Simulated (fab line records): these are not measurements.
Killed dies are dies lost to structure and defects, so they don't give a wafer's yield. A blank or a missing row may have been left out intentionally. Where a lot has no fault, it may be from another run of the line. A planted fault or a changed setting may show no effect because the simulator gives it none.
Chamber matching | flow n5_finfet | N5_BEOL_M3_PRE_CLEAN_60 on cvd_co-02: 3 sister chambers
The step time 15 s. 6 wafers are shown with their chamber, then 8 later ones without.

WAFERS WITH THEIR CHAMBER
wafer  | chamber | heater_power_outer_w (W) | heater_power_w (W)
L082.4 | 1       | 15                       | 84
L089.2 | 2       | 17                       | 91
L088.1 | 1       | 14                       | 88
L088.2 | 0       | 36                       | 94
L088.6 | 2       | 17                       | 90
L094.1 | 0       | 37                       | 95

WAFERS WITH NO CHAMBER GIVEN
wafer  | heater_power_outer_w (W) | heater_power_w (W)
L094.4 | 14                       | 86
L094.6 | 36                       | 99
L095.2 | 14                       | 88
L095.3 | 17                       | 90
L095.6 | 36                       | 96
L097.1 | 36                       | 97
L097.4 | 36                       | 94
L097.6 | 15                       | 84

WHICH CHAMBER EACH WENT THROUGH
wafer  | from the rows above | in truth
L094.4 | 1                   | 1
L094.6 | 0                   | 0
L095.2 | 1                   | 1
L095.3 | 2                   | 2
L095.6 | 0                   | 0
L097.1 | 0                   | 0
L097.4 | 0                   | 0
L097.6 | 1                   | 1
Placed correctly: 8 of 8. Can't be placed from these rows: 0. Wrongly placed: 0.
How it was worked out, from the rows above alone: a wafer's distance from a chamber is the root of the sum, over the readings, of the square of ((its reading less the chamber's mean) divided by the reading's scatter). The wafer belongs to the nearest chamber; if the next one is less than 2 further off, it can't be placed. The mean given for a chamber averages the wafers shown for that chamber. How the scatter is found: for the shown wafers, subtract from each reading the mean of its chamber, square and add these, divide the total by (wafers less chambers), then take the root.
